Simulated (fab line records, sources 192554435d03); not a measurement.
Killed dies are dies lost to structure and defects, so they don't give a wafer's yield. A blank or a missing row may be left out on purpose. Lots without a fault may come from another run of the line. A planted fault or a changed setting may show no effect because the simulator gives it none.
Chamber matching | flow n5_finfet | N5_FIN_SAQP_PECVD_06 on pecvd-04: 3 sister chambers
The step deposits a-Si from SiH4/He, target thk 60 nm, time 48.1 s. 3 wafers are shown with their chamber, then 12 later ones without.

WAFERS WITH THEIR CHAMBER
wafer  | chamber | throttle_valve_pct (%)
L091.6 | 2       | 17.3
L092.1 | 1       | 19.9
L092.4 | 0       | 18.7

WAFERS WITHOUT THEIR CHAMBER
wafer  | throttle_valve_pct (%)
L093.1 | 19.7
L093.4 | 17.4
L093.5 | 19.9
L095.1 | 19.7
L095.3 | 17.3
L095.6 | 19.5
L096.1 | 17.4
L096.5 | 19.6
L096.6 | 17.2
L097.1 | 17.2
L097.2 | 18.8
L097.6 | 17.5

WHICH CHAMBER EACH WENT THROUGH
wafer  | from the rows above | in truth
L093.1 | 1                   | 1
L093.4 | 2                   | 2
L093.5 | 1                   | 1
L095.1 | 1                   | 1
L095.3 | 2                   | 2
L095.6 | 1                   | 1
L096.1 | 2                   | 2
L096.5 | 1                   | 1
L096.6 | 2                   | 2
L097.1 | 2                   | 2
L097.2 | 0                   | 0
L097.6 | 2                   | 2
Placed correctly: 12 of 12. Can't be placed from these rows: 0. Placed wrongly: 0.
How it was worked out, from the rows above alone: a wafer's distance from a chamber is the root of the sum, over the readings, of the square of ((its reading less the chamber's mean) divided by the reading's scatter). The wafer belongs to the nearest chamber; if the next one is less than 2 further off, it can't be placed. A chamber's mean is the mean of its shown wafers. The scatter: with one shown wafer a chamber, the root of the mean of the squares of how far each hidden wafer lies from its nearest shown one.
